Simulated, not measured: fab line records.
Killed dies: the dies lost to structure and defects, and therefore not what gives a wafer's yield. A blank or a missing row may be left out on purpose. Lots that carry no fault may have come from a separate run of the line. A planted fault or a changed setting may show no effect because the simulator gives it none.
Matching of chambers    flow n5Finfet    rieDiel-03 running N5_BEOL_M9_STRIP_19: 4 sister chambers
The step strips in O2. 4 wafers are shown with their chamber, then 7 later ones without.

== EACH WAFER AND ITS CHAMBER ==
wafer   chamber  showerheadPlenumPTorr (Torr)
L082.4  0        2.07
L086.1  1        2.20
L088.3  2        2.18
L088.5  3        2.06

== WAFERS WITHOUT THEIR CHAMBER ==
wafer   showerheadPlenumPTorr (Torr)
L088.6  2.18
L091.1  2.05
L091.4  2.18
L091.5  2.05
L096.1  2.18
L096.2  2.20
L096.6  2.18

== WHICH CHAMBER EACH WENT THROUGH ==
wafer   from the rows above      in truth
L088.6  2                        2
L091.1  can't be placed: 3 or 0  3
L091.4  2                        2
L091.5  can't be placed: 3 or 0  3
L096.1  2                        2
L096.2  1                        1
L096.6  2                        2
5 of 7 placed correctly. Cannot be placed on the basis of these rows: 2; the candidates contain the true chamber in 2. Number placed wrongly: 0.
How it was worked out, from the rows above alone: a wafer's distance from a chamber is the root of the sum, over the readings, of the square of ((its reading less the chamber's mean) divided by the reading's scatter). If the next closest chamber is less than 2 further off than the closest, the wafer can't be placed; otherwise it belongs to the closest. Each chamber's mean is taken over the wafers shown for it. The scatter: root of mean squared gap, hidden wafer to nearest shown wafer, with one shown wafer a chamber.
